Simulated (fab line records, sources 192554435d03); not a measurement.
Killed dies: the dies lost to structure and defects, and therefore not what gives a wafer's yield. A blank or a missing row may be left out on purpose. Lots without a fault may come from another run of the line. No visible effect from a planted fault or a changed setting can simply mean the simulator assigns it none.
Split-lot study :: flow n5_finfet :: on a route of 1938 steps: 7 lots, 21 wafers read

== THE SPLIT ITSELF ==
At N5_DUMMY_GATE_COAT_28 (time 60 s, resist thk 10 nm), the setting spin_rpm was moved away from the recipe's 1500 rpm on 12 of the 21 wafers read, by -9.6% to +9.1%. For the rest of the wafers, this setting stayed at what the recipe calls for.

The split's own step is where the reading is taken.

== THE READING ==
underlayer_of_DUMMY_GATE_COAT_28.thk_nm (the simulator's own value, which no gauge read), in nm, at N5_DUMMY_GATE_COAT_28 (time 60 s, resist thk 10 nm). The file gives no usual value for it.

wafer: L077.1
tool, chamber at the split: litho_track-05, 0
spin_rpm as run, rpm: 1383
against the recipe: -7.8%
underlayer_of_DUMMY_GATE_COAT_28.thk_nm, nm: 10.4
against lot-mates on the recipe: +0.4

wafer: L077.3
tool, chamber at the split: litho_track-05, 0
spin_rpm as run, rpm: 1383
against the recipe: -7.8%
underlayer_of_DUMMY_GATE_COAT_28.thk_nm, nm: 10.4
against lot-mates on the recipe: +0.4

wafer: L077.4
tool, chamber at the split: litho_track-05, 0
spin_rpm as run, rpm: 1500
against the recipe: recipe
underlayer_of_DUMMY_GATE_COAT_28.thk_nm, nm: 10
against lot-mates on the recipe: -

wafer: L078.1
tool, chamber at the split: litho_track-04, 0
spin_rpm as run, rpm: 1546
against the recipe: +3.1%
underlayer_of_DUMMY_GATE_COAT_28.thk_nm, nm: 9.8
against lot-mates on the recipe: -0.2

wafer: L078.4
tool, chamber at the split: litho_track-04, 0
spin_rpm as run, rpm: 1546
against the recipe: +3.1%
underlayer_of_DUMMY_GATE_COAT_28.thk_nm, nm: 9.8
against lot-mates on the recipe: -0.2

wafer: L078.2
tool, chamber at the split: litho_track-04, 0
spin_rpm as run, rpm: 1500
against the recipe: recipe
underlayer_of_DUMMY_GATE_COAT_28.thk_nm, nm: 10
against lot-mates on the recipe: -

wafer: L079.1
tool, chamber at the split: litho_track-04, 0
spin_rpm as run, rpm: 1356
against the recipe: -9.6%
underlayer_of_DUMMY_GATE_COAT_28.thk_nm, nm: 10.6
against lot-mates on the recipe: +0.6

wafer: L079.2
tool, chamber at the split: litho_track-04, 0
spin_rpm as run, rpm: 1356
against the recipe: -9.6%
underlayer_of_DUMMY_GATE_COAT_28.thk_nm, nm: 10.6
against lot-mates on the recipe: +0.6

wafer: L079.6
tool, chamber at the split: litho_track-04, 0
spin_rpm as run, rpm: 1500
against the recipe: recipe
underlayer_of_DUMMY_GATE_COAT_28.thk_nm, nm: 10
against lot-mates on the recipe: -

wafer: L082.2
tool, chamber at the split: litho_track-05, 0
spin_rpm as run, rpm: 1500
against the recipe: recipe
underlayer_of_DUMMY_GATE_COAT_28.thk_nm, nm: 10
against lot-mates on the recipe: -

wafer: L082.4
tool, chamber at the split: litho_track-05, 0
spin_rpm as run, rpm: 1500
against the recipe: recipe
underlayer_of_DUMMY_GATE_COAT_28.thk_nm, nm: 10
against lot-mates on the recipe: -

wafer: L082.5
tool, chamber at the split: litho_track-05, 0
spin_rpm as run, rpm: 1500
against the recipe: recipe
underlayer_of_DUMMY_GATE_COAT_28.thk_nm, nm: 10
against lot-mates on the recipe: -

wafer: L083.1
tool, chamber at the split: litho_track-04, 0
spin_rpm as run, rpm: 1598
against the recipe: +6.5%
underlayer_of_DUMMY_GATE_COAT_28.thk_nm, nm: 9.8
against lot-mates on the recipe: -0.2

wafer: L083.2
tool, chamber at the split: litho_track-04, 0
spin_rpm as run, rpm: 1598
against the recipe: +6.5%
underlayer_of_DUMMY_GATE_COAT_28.thk_nm, nm: 9.6
against lot-mates on the recipe: -0.4

wafer: L083.6
tool, chamber at the split: litho_track-04, 0
spin_rpm as run, rpm: 1500
against the recipe: recipe
underlayer_of_DUMMY_GATE_COAT_28.thk_nm, nm: 10
against lot-mates on the recipe: -

wafer: L087.1
tool, chamber at the split: litho_track-05, 0
spin_rpm as run, rpm: 1452
against the recipe: -3.2%
underlayer_of_DUMMY_GATE_COAT_28.thk_nm, nm: 10.2
against lot-mates on the recipe: no lot-mate on the recipe

wafer: L087.2
tool, chamber at the split: litho_track-05, 0
spin_rpm as run, rpm: 1452
against the recipe: -3.2%
underlayer_of_DUMMY_GATE_COAT_28.thk_nm, nm: 10.2
against lot-mates on the recipe: no lot-mate on the recipe

wafer: L087.4
tool, chamber at the split: litho_track-05, 0
spin_rpm as run, rpm: 1452
against the recipe: -3.2%
underlayer_of_DUMMY_GATE_COAT_28.thk_nm, nm: 10.2
against lot-mates on the recipe: no lot-mate on the recipe

wafer: L089.1
tool, chamber at the split: litho_track-04, 0
spin_rpm as run, rpm: 1500
against the recipe: recipe
underlayer_of_DUMMY_GATE_COAT_28.thk_nm, nm: 10
against lot-mates on the recipe: -

wafer: L089.4
tool, chamber at the split: litho_track-04, 0
spin_rpm as run, rpm: 1500
against the recipe: recipe
underlayer_of_DUMMY_GATE_COAT_28.thk_nm, nm: 10
against lot-mates on the recipe: -

wafer: L089.2
tool, chamber at the split: litho_track-04, 0
spin_rpm as run, rpm: 1636
against the recipe: +9.1%
underlayer_of_DUMMY_GATE_COAT_28.thk_nm, nm: 9.6
against lot-mates on the recipe: -0.4

THE FIT
A straight line over all 21 wafers: underlayer_of_DUMMY_GATE_COAT_28.thk_nm changes by -0.0539 nm for each +1% of spin_rpm; r = -0.98; the points scatter about the line by 0.05 nm.
The same after taking each lot's own level away (the mean of its wafers on the recipe; 18 wafers): -0.0537 nm for each +1%; r = -0.98; scatter 0.054 nm.
That fit puts the effect of the largest move of spin_rpm on the reading at 0.52 nm.
The lots' own levels span 10.00 to 10.00 nm.
So the lot-to-lot level changes the slope little: the two slopes agree.
Check: +0.508 nm against its lot-mates is what the line predicts for one of the wafers moved furthest among these (-9.6%) when that wafer is left out of the fit. Against them it came out at +0.6 nm.

== OTHER SPLITS APPLIED TO THESE WAFERS ==
Note: prior to the reading, these wafers also went through further splits. Each is held against what the fit with the lots' levels taken away leaves over:
other split on the same wafers: N5_WELL_APT_EXPOSE_05 dose_mj
wafers away from the commonest value: 8
r with underlayer_of_DUMMY_GATE_COAT_28.thk_nm (lot level and that fit taken away): -0.20

other split on the same wafers: N5_WELL_APT_DEVELOP_07 develop_time_s
wafers away from the commonest value: 2
r with underlayer_of_DUMMY_GATE_COAT_28.thk_nm (lot level and that fit taken away): -0.10

other split on the same wafers: N5_PMOS_HMC_CHANNEL_EPI_EXPOSE_06 dose_mj
wafers away from the commonest value: 4
r with underlayer_of_DUMMY_GATE_COAT_28.thk_nm (lot level and that fit taken away): +0.02

other split on the same wafers: N5_FIN_SAQP_FIN_ETCH_36 icp_w
wafers away from the commonest value: 9
r with underlayer_of_DUMMY_GATE_COAT_28.thk_nm (lot level and that fit taken away): -0.19

other split on the same wafers: N5_DUMMY_GATE_HM_DEP_06 time_s
wafers away from the commonest value: 12
r with underlayer_of_DUMMY_GATE_COAT_28.thk_nm (lot level and that fit taken away): -0.50

== THE FILE'S OWN FIT ==
underlayer_of_DUMMY_GATE_COAT_28.thk_nm changes by -0.0525 nm for each +1% of spin_rpm, r = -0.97.
